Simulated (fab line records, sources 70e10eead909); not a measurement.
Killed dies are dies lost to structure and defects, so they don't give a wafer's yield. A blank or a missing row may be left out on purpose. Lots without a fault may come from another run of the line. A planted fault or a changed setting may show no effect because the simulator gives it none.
Chamber matching | flow nand_harc | NHARC_A_STAIRCASE_DEP_151 on pecvd-04: 3 sister chambers
The step deposits SiO2, target thk 7200 nm. 22 wafers are shown with their chamber, then 11 later ones without.

WAFERS WITH THEIR CHAMBER
wafer  | chamber | heater_power_w (W)
L076.2 | 2       | 660
L076.5 | 0       | 617
L076.6 | 1       | 608
L077.1 | 2       | 720
L077.4 | 0       | 617
L077.5 | 2       | 655
L080.3 | 2       | 758
L080.4 | 1       | 608
L080.6 | 0       | 643
L082.1 | 2       | 782
L082.2 | 1       | 717
L082.3 | 0       | 691
L085.2 | 0       | 642
L085.3 | 2       | 767
L085.6 | 0       | 642
L089.1 | 0       | 746
L089.2 | 2       | 796
L089.4 | 0       | 637
L092.1 | 0       | 759
L092.2 | 2       | 764
L092.3 | 1       | 688
L091.1 | 1       | 692

SIGNATURES (means of the wafers above)
reading        | chamber 0 | chamber 1 | chamber 2 | scatter within a chamber
heater_power_w | 666.00    | 662.60    | 737.75    | 53.3
Rule: a wafer's distance from a chamber is the root of the sum, over the readings, of the square of ((its reading less the chamber's mean) divided by the reading's scatter). The wafer belongs to the nearest chamber; if the next one is less than 2 further off, it can't be placed. The scatter: the root of (the sum of the squares of (reading less its chamber's mean) over the shown wafers, divided by (wafers less chambers)).

WAFERS WITHOUT THEIR CHAMBER
wafer  | heater_power_w (W)
L091.4 | 625
L091.5 | 657
L093.1 | 808
L093.4 | 644
L093.5 | 580
L094.3 | 728
L094.5 | 592
L094.6 | 634
L097.1 | 744
L097.2 | 735
L097.6 | 644

WHICH CHAMBER EACH WENT THROUGH
wafer  | from the rows above          | in truth
L091.4 | can't be placed: 1 or 0 or 2 | 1
L091.5 | can't be placed: 1 or 0 or 2 | 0
L093.1 | can't be placed: 2 or 0 or 1 | 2
L093.4 | can't be placed: 1 or 0 or 2 | 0
L093.5 | can't be placed: 1 or 0 or 2 | 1
L094.3 | can't be placed: 2 or 0 or 1 | 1
L094.5 | can't be placed: 1 or 0 or 2 | 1
L094.6 | can't be placed: 1 or 0 or 2 | 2
L097.1 | can't be placed: 2 or 0 or 1 | 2
L097.2 | can't be placed: 2 or 0 or 1 | 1
L097.6 | can't be placed: 1 or 0 or 2 | 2
Placed correctly: 0 of 11. Can't be placed from these rows: 11 (the true chamber is among the candidates in 11). Placed wrongly: 0.
